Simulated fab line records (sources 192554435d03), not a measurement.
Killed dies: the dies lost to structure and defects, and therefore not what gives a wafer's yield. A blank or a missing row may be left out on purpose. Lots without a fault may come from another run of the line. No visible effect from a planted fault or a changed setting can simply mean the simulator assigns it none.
Chamber matching | flow n5_finfet | N5_GATE_CUT_ETCH_36 on rie_diel-06: 4 sister chambers
The step etches SiARC in CF4, target depth 13 nm, time 21.7 s. 4 wafers are shown with their chamber, then 10 later ones without.

WAFERS WITH THEIR CHAMBER
wafer  | chamber | showerhead_plenum_p_Torr (Torr)
L086.3 | 3       | 2.10
L090.4 | 1       | 2.17
L091.1 | 0       | 2.15
L091.2 | 2       | 2.20

WAFERS MISSING THEIR CHAMBER
wafer  | showerhead_plenum_p_Torr (Torr)
L091.4 | 2.10
L093.1 | 2.15
L093.5 | 2.17
L093.6 | 2.20
L095.2 | 2.15
L095.3 | 2.20
L095.5 | 2.10
L097.1 | 2.19
L097.2 | 2.17
L097.4 | 2.10

THE CHAMBER EACH PASSED THROUGH
wafer  | from the rows above | in truth
L091.4 | 3                   | 3
L093.1 | 0                   | 0
L093.5 | 1                   | 1
L093.6 | 2                   | 2
L095.2 | 0                   | 0
L095.3 | 2                   | 2
L095.5 | 3                   | 3
L097.1 | 2                   | 2
L097.2 | 1                   | 1
L097.4 | 3                   | 3
Correct placement for 10 of the 10. Can't be placed from these rows: 0. Placed wrongly: 0.
How it was worked out, from the rows above alone: a wafer's distance from a chamber is the root of the sum, over the readings, of the square of ((its reading less the chamber's mean) divided by the reading's scatter). The wafer belongs to the nearest chamber; if the next one is less than 2 further off, it can't be placed. For every chamber, the mean is computed from those of its wafers that are shown. The scatter: with one shown wafer a chamber, the root of the mean of the squares of how far each hidden wafer lies from its nearest shown one.
